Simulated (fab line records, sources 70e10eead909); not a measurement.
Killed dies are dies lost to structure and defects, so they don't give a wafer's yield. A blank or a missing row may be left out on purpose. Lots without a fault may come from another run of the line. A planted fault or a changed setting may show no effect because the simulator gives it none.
fab line records | flow nand_harc
record lots=11 wafers=33 last_day=34
route steps=1302 shown A_CHANNEL_HOLE_D2@591 A_CHANNEL_FILL_D2@613 END@1302
lots that met no fault: from a run of the same line without faults
start_h: hours from the record's first day to the start of the lot's first wafer shown | wait_h: hours since the lot's step before | " the same as in the row above | L1.1+2: a row that stands for several wafers | - no value, or no start given | * or withheld: withheld | < > ~ a bound
route shown NAME@n: a module of which the file shows steps, and the number in the route of the first | usual: mean/standard deviation of fault-free wafers | same: alike in all rows | chamber/n: place in a boat | sites: the reading at each site | _std_site: their standard deviation | _edge_site: outer sites' mean less inner sites' | radius_mm: how far each site lies from the wafer's centre | mask NAME#n: copy n | behind: the tool/chamber that last shaped the wafer | hold: why the lot was held/for how many hours/how that ended | device: the transistor (n, p or np) that didn't switch | end of line: the same wafers' tests at the end of the route | a step without rows: its recipe alone | killed: dies lost to structure and defects at the first sort, not the wafer's yield | map: a wafer's dies, x killed, . not, _ none there
set.NAME: the setting as run; set.NAME@STEP: as run at that earlier step | model.NAME: the simulator's own value behind a step, which no gauge read
steps of the route over a sample of lots; a table a step, a row a wafer
services: from which hour (start_h, from the record's first day; less than 0 if before it) a tool's chamber was out of use, for how many hours, and why
## steps
# step NHARC_A_CHANNEL_HOLE_D2_ETCH_19
# recipe bias_v=1200 source_w=2500 pressure_mtorr=15 time_s=34.5 ar_flow_sccm=375 c4f8_flow_sccm=28.8 o2_flow_sccm=96.2 temp_c=-20 target_depth_a=* chemistry=C4F8/O2/Ar
# usual chamber_pressure_mTorr=14.999/0.014 drypump_motor_current_A=6.02/0.13 showerhead_plenum_p_Torr=3.72/0.031 throttle_valve_pct=37.038/0.009
# columns lot.wafer tool chamber start_h wait_h chamber_pressure_mTorr drypump_motor_current_A rf_hours_counter_h showerhead_plenum_p_Torr throttle_valve_pct
L252.3 har_etch-02 1 293.90 0.1 14.985 6.18 - 3.78 37.035
L252.4 " 0 " " 14.990 5.99 - 3.78 37.055
L252.6 " 1 " " 15.015 6.18 - 3.78 37.023
L251.2 har_etch-01 0 295.04 1.1 15.026 6.07 149 3.74 37.046
L251.5 " 1 " " 14.989 5.83 - 3.74 37.037
L251.6 " 0 " " 15.016 6.05 - 3.74 37.049
L253.4 har_etch-01 1 322.56 2.1 14.965 5.86 - 3.73 37.043
L253.3 " 0 " " 15.015 6.07 - 3.73 37.025
L253.6 " 0 " " 15.018 6.07 - 3.73 37.039
L254.2 har_etch-01 0 326.69 6.0 15.002 6.08 168 3.73 37.044
L254.3 " 1 " " 15.002 5.85 - 3.73 37.049
L254.5 " 1 " " 15.008 5.84 - 3.73 37.036
L255.1 har_etch-01 0 330.87 4.6 15.020 6.08 172 3.73 37.038
L255.4 " 0 " " 14.974 6.09 - 3.73 37.055
L255.5 " 0 " " 15.019 6.08 - 3.73 37.029
L258.2 har_etch-01 0 361.15 2.7 15.010 6.08 195 3.72 37.036
L258.3 " 1 " " 14.968 5.86 - 3.72 37.043
L258.5 " 0 " " 14.971 6.07 - 3.72 37.045
L265.1 har_etch-01 0 444.71 0.1 15.008 6.10 241 3.69 37.044
L265.2 " 1 " " 14.998 5.88 241 3.69 37.035
L265.5 " 1 " " 15.009 5.85 - 3.69 37.036
L266.4 har_etch-01 1 448.90 2.6 14.994 5.82 - 3.69 37.038
L266.6 " 0 " " 15.009 6.07 - 3.69 37.037
L266.5 " 1 " " 14.993 5.84 - 3.69 37.027
L272.2 har_etch-02 0 513.36 0.1 15.004 6.00 72 3.71 37.042
L272.3 " 1 " " 14.992 6.18 - 3.71 37.033
L272.6 " 1 " " 14.990 6.18 - 3.71 37.057
L274.3 har_etch-01 0 523.98 0.1 14.981 6.08 - 3.66 37.038
L274.4 " 1 " " 15.007 5.83 - 3.66 37.017
L274.6 " 1 " " 15.008 5.85 - 3.66 37.016
L273.3 har_etch-02 0 528.59 2.7 15.001 6.00 - 3.71 37.032
L273.4 " 1 " " 14.999 6.20 - 3.71 37.037
L273.5 " 1 " " 14.997 6.17 - 3.71 37.018
# step NHARC_A_CHANNEL_HOLE_D2_ETCH_27
# recipe bias_v=400 source_w=2000 pressure_mtorr=25 time_s=90 ar_flow_sccm=375 c4f8_flow_sccm=41.7 o2_flow_sccm=83.3 temp_c=-20 target_depth_a=4000 chemistry=C4F8/O2/Ar
# usual chamber_pressure_mTorr=25.001/0.022 drypump_motor_current_A=6.02/0.13 showerhead_plenum_p_Torr=3.71/0.031 throttle_valve_pct=27.620/0.0084
# columns lot.wafer tool chamber start_h wait_h chamber_pressure_mTorr drypump_motor_current_A rf_hours_counter_h showerhead_plenum_p_Torr throttle_valve_pct
L252.3 har_etch-02 1 297.91 0.2 24.980 6.19 - 3.77 27.619
L252.4 " 0 " " 25.032 5.97 - 3.77 27.620
L252.6 " 1 " " 25.017 6.19 - 3.77 27.629
L251.2 har_etch-01 0 299.01 0.2 24.996 6.08 153 3.74 27.620
L251.5 " 1 " " 25.005 5.85 - 3.74 27.604
L251.6 " 0 " " 24.991 6.08 - 3.74 27.626
L253.4 har_etch-01 1 326.57 0.2 24.989 5.85 - 3.73 27.618
L253.3 " 0 " " 25.008 6.08 - 3.73 27.618
L253.6 " 0 " " 24.985 6.08 - 3.73 27.612
L254.2 har_etch-01 0 330.68 0.2 25.016 6.07 172 3.73 27.612
L254.3 " 1 " " 25.018 5.86 - 3.73 27.626
L254.5 " 1 " " 24.994 5.84 - 3.73 27.625
L255.1 har_etch-01 0 334.85 0.2 25.019 6.08 176 3.72 27.598
L255.4 " 0 " " 24.983 6.08 - 3.72 27.624
L255.5 " 0 " " 25.021 6.09 - 3.72 27.612
L258.2 har_etch-01 0 365.17 0.2 25.026 6.08 199 3.71 27.612
L258.3 " 1 " " 24.978 5.84 - 3.71 27.616
L258.5 " 0 " " 25.007 6.09 - 3.71 27.636
L265.1 har_etch-01 0 448.66 0.2 25.006 6.10 244 3.69 27.607
L265.2 " 1 " " 25.012 5.84 244 3.69 27.631
L265.5 " 1 " " 24.964 5.84 - 3.69 27.614
L266.4 har_etch-01 1 452.89 0.2 24.974 5.83 - 3.68 27.616
L266.6 " 0 " " 24.983 6.06 - 3.68 27.625
L266.5 " 1 " " 25.014 5.84 - 3.68 27.620
L272.2 har_etch-02 0 517.34 0.2 25.030 5.98 76 3.71 27.613
L272.3 " 1 " " 25.033 6.19 - 3.71 27.623
L272.6 " 1 " " 25.027 6.19 - 3.71 27.620
L274.3 har_etch-01 0 527.99 0.2 25.008 6.09 - 3.66 27.624
L274.4 " 1 " " 25.003 5.85 - 3.66 27.622
L274.6 " 1 " " 24.985 5.82 - 3.66 27.635
L273.3 har_etch-02 0 532.60 0.2 24.948 5.98 - 3.70 27.618
L273.4 " 1 " " 25.035 6.21 - 3.70 27.609
L273.5 " 1 " " 25.017 6.21 - 3.70 27.626
# step NHARC_A_CHANNEL_HOLE_D2_XSEM_32
# recipe landing_energy_ev=35000
# usual bot_cd_nm=75.1/1.3 bow_nm=8.61/0.23 tilt_deg=0.09/0.035
# same landing_energy_ev=35000
# columns lot.wafer tool chamber start_h wait_h bot_cd_nm bow_nm tilt_deg
L252.3 xsem-02 0 299.49 0.1 75.2 9.01 0.11
L252.4 " 0 " " 77.3 9.01 0.11
L252.6 " 0 " " 72.9 8.96 0.11
L251.2 xsem-01 0 300.62 0.1 74.9 8.58 0.16
L251.5 " 0 " " 73.7 8.43 0.16
L251.6 " 0 " " 74.9 8.60 0.16
L253.3 xsem-01 0 328.13 0.1 73.2 8.90 0.08
L253.4 " 0 " " 75.4 8.90 0.08
L253.6 " 0 " " 72.4 8.93 0.08
L254.2 xsem-01 0 332.32 0.1 75.7 8.64 0.10
L254.3 " 0 " " 76.3 8.55 0.09
L254.5 " 0 " " 76.3 8.61 0.10
L255.1 xsem-02 0 336.64 0.1 75.1 8.53 0.07
L255.4 " 0 " " 75.8 8.56 0.07
L255.5 " 0 " " 75.8 8.60 0.07
L258.2 xsem-02 0 366.78 0.1 76.3 8.93 0.05
L258.3 " 0 " " 75.3 8.89 0.05
L258.5 " 0 " " 76.2 8.81 0.05
L265.1 xsem-02 0 450.30 0.1 75.4 8.82 0.14
L265.2 " 0 " " 72.9 8.79 0.13
L265.5 " 0 " " 74.7 8.73 0.13
L266.4 xsem-01 0 454.43 0.1 74.4 8.31 0.13
L266.5 " 0 " " 74.3 8.33 0.13
L266.6 " 0 " " 76.4 8.34 0.13
L272.2 xsem-01 0 518.94 0.1 72.6 8.87 0.11
L272.3 " 0 " " 74.5 8.77 0.11
L272.6 " 0 " " 74.1 8.82 0.11
L274.3 xsem-02 0 529.57 0.1 76.1 8.60 0.10
L274.4 " 0 " " 77.2 8.57 0.10
L274.6 " 0 " " 75.8 8.55 0.10
L273.3 xsem-01 0 534.18 0.1 75.8 8.87 0.02
L273.4 " 0 " " 75.7 8.86 0.02
L273.5 " 0 " " 76.1 8.93 0.02
# step NHARC_A_CHANNEL_HOLE_D2_INSPECT_40
# usual raw_defect_count=280/68
# columns lot.wafer tool chamber start_h wait_h raw_defect_count
L252.3 defect_inspect-02 - 299.58 - 379
L252.4 " - " " 263
L252.6 " - " " 242
L251.2 defect_inspect-02 - 300.72 - 181
L251.5 " - " " 183
L251.6 " - " " 148
L253.3 defect_inspect-02 - 328.23 - 305
L253.4 " - " " 275
L253.6 " - " " 400
L254.2 defect_inspect-01 - 332.41 - 214
L254.3 " - " " 266
L254.5 " - " " 303
L255.1 defect_inspect-02 - 336.73 - 413
L255.4 " - " " 341
L255.5 " - " " 404
L258.2 defect_inspect-02 - 366.87 - 238
L258.3 " - " " 222
L258.5 " - " " 238
L265.1 defect_inspect-02 - 450.40 - 918
L265.2 " - " " 840
L265.5 " - " " 910
L266.4 defect_inspect-02 - 454.52 - 784
L266.5 " - " " 767
L266.6 " - " " 781
L272.2 defect_inspect-01 - 519.04 - 189
L272.3 " - " " 155
L272.6 " - " " 230
L274.3 defect_inspect-01 - 529.66 - 365
L274.4 " - " " 343
L274.6 " - " " 289
L273.3 defect_inspect-02 - 534.27 - 192
L273.4 " - " " 306
L273.5 " - " " 237
# step NHARC_A_CHANNEL_FILL_D2_ALD_03
# recipe target_thk_a=60 pulse_time_s=60 ald_cycles=58 temp_c=630 pressure_torr=2 material=SiNx
# usual precursor_pulse_height_rel=1.001/0.019
# columns lot.wafer tool chamber start_h wait_h precursor_pulse_height_rel
L251.2 ald_sin_batch-03 0 - - 0.998
L251.5 " 0 " " 0.986
L251.6 " 0 " " 0.986
L252.3 ald_sin_batch-03 0 - - 1.006
L252.4 " 0 " " 0.995
L252.6 " 0 " " 0.983
L253.3 ald_sin_batch-01 0 - - 0.976
L253.4 " 0 " " 1.029
L253.6 " 0 " " 0.982
L254.2 ald_sin_batch-01 0 337.34 4.2 1.017
L254.3 " 0 " " 0.981
L254.5 " 0 " " 1.011
L255.1 ald_sin_batch-02 0 - - 1.008
L255.4 " 0 " " 0.966
L255.5 " 0 " " 0.984
L258.2 ald_sin_batch-01 0 - - 0.997
L258.3 " 0 " " 1.025
L258.5 " 0 " " 0.988
L265.1 ald_sin_batch-03 0 - - 1.006
L265.2 " 0 " " 0.973
L265.5 " 0 " " 1.016
L266.4 ald_sin_batch-01 0 - - 1.020
L266.5 " 0 " " 0.998
L266.6 " 0 " " 1.028
L272.2 ald_sin_batch-03 0 - - 1.015
L272.3 " 0 " " 1.003
L272.6 " 0 " " 1.019
L274.3 ald_sin_batch-02 0 - - 0.948
L274.4 " 0 " " 0.992
L274.6 " 0 " " 0.989
L273.3 ald_sin_batch-01 0 - - 0.971
L273.4 " 0 " " 0.974
L273.5 " 0 " " 1.000
# step NHARC_END_SORT_01
# recipe temp_c=25
# usual killed_at_array=51/18 killed_at_other=1.0/1.2 killed_at_periphery=3.7/2.9 killed_dies=55/19 killed_open=3.5/1.9 killed_short=2.6/1.6
# same gross_dies=677
# columns lot.wafer tool chamber start_h wait_h killed_at_array killed_at_other killed_at_periphery killed_dies killed_open killed_short
L265.1 prober-02 0 708.95 2.5 56 2 10 68 1 5
L265.2 prober-02 0 709.74 2.8 100 1 14 115 5 2
L265.5 prober-02 0 712.14 3.7 120 0 6 126 1 3
L266.4 prober-02 0 722.08 3.3 124 2 7 133 3 2
L266.5 prober-02 0 722.86 3.6 119 1 8 128 1 1
L266.6 prober-02 0 723.64 3.9 71 0 10 81 5 3
# killed by level:class
L265.1 A_CHANNEL_HOLE_D2:unspecified=23 A_CHANNEL_HOLE_D1:chamber_film_flake=12 A_SLIT:chamber_film_flake=5 P_BONDPAD:chamber_film_flake=4 A_STAIRCASE:chamber_film_flake=4 P_GATE:chamber_film_flake=2 P_CONTACT:chamber_film_flake=2 A_DECK1_JOINT:chamber_film_flake=2
L265.2 A_CHANNEL_HOLE_D2:unspecified=72 P_BONDPAD:chamber_film_flake=7 A_STAIRCASE:chamber_film_flake=7 A_SLIT:chamber_film_flake=6 P_CONTACT:chamber_film_flake=4 A_CHANNEL_HOLE_D1:chamber_film_flake=4 A_M1:geometric_particle:open=3 P_GATE:chamber_film_flake=2
L265.5 A_CHANNEL_HOLE_D2:unspecified=80 A_SLIT:chamber_film_flake=12 A_STAIRCASE:chamber_film_flake=9 A_CHANNEL_HOLE_D2:chamber_film_flake=5 P_BONDPAD:chamber_film_flake=3 A_CHANNEL_HOLE_D1:chamber_film_flake=3 P_GATE:chamber_film_flake=2 A_ZERO_WELL:chamber_film_flake=2
L266.4 A_CHANNEL_HOLE_D2:unspecified=74 A_CHANNEL_HOLE_D1:chamber_film_flake=23 A_CONTACT:chamber_film_flake=8 A_CHANNEL_HOLE_D2:chamber_film_flake=5 A_WL_FILL:chamber_film_flake=5 A_SLIT:chamber_film_flake=4 P_ZERO_WELL:chamber_film_flake=3 P_BONDPAD:chamber_film_flake=3
L266.5 A_CHANNEL_HOLE_D2:unspecified=76 A_CHANNEL_HOLE_D1:chamber_film_flake=20 A_CONTACT:chamber_film_flake=9 A_CHANNEL_HOLE_D2:chamber_film_flake=6 P_CONTACT:chamber_film_flake=3 A_STAIRCASE:chamber_film_flake=3 P_ZERO_WELL:chamber_film_flake=2 P_BONDPAD:chamber_film_flake=2
L266.6 A_CHANNEL_HOLE_D2:unspecified=29 A_CHANNEL_HOLE_D1:chamber_film_flake=20 A_SLIT:chamber_film_flake=5 P_BONDPAD:chamber_film_flake=4 A_CONTACT:chamber_film_flake=4 P_CONTACT:chamber_film_flake=3 A_STAIRCASE:chamber_film_flake=3 A_CHANNEL_FILL_D2:geometric_particle:open=2
## services
# columns tool chamber start_h hours kind
har_etch-02 1 302.21 - consumable_replace:focus_ring
har_etch-02 1 302.21 17.0 scheduled_down
har_etch-02 1 302.21 17.0 vent_cycle
har_etch-02 - 327.22 4.0 repair
har_etch-02 0 331.36 - consumable_replace:focus_ring
har_etch-02 0 331.36 17.0 scheduled_down
har_etch-02 0 331.36 17.0 vent_cycle
xsem-01 - 374.00 14.0 pm
har_etch-02 - 379.07 17.0 pm
har_etch-02 0 379.07 17.0 vent_cycle
har_etch-02 1 379.07 17.0 vent_cycle
har_etch-02 0 396.07 - clean
har_etch-02 1 396.07 - clean
ald_sin_batch-01 - 464.82 4.6 repair
ald_sin_batch-01 - 508.45 26.0 pm
ald_sin_batch-03 - 515.81 6.6 repair
## key
first_sign step=NHARC_A_CHANNEL_HOLE_D2_INSPECT_40 reading=raw_defect_count direction=up sigmas=8.1 usual=280 struck=833
effect step=NHARC_END_SORT_01 reading=killed_dies direction=up sigmas=2.8 usual=55 struck=108 wafers_moved=4
more_kills_born_at NHARC_A_CHANNEL_HOLE_D2_ETCH_19@har_etch-01=247
met_at NHARC_A_CHANNEL_HOLE_D2_ETCH_19
struck_lots L265,L266
tester_left_out L265,L266
not_acting_at NHARC_A_CHANNEL_HOLE_D2_ETCH_27,NHARC_A_CHANNEL_HOLE_D2_XSEM_32,NHARC_A_CHANNEL_FILL_D2_ALD_03
onset_between 361.15 444.71
fault kind=chamber_particle_source tool=har_etch-01 chamber=- onset_h=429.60 steps=NHARC_A_CHANNEL_HOLE_D2_ETCH_19 rate_per_visit_cm2=0.83624 end_h=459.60
# tester_left_out: of these lots the tester's yield and bins aren't shown, on N5 and GAA mostly nor the transistor test; their killed dies are dies lost to structure and defects alone, not to doping, threshold or leakage, so they don't give the yield
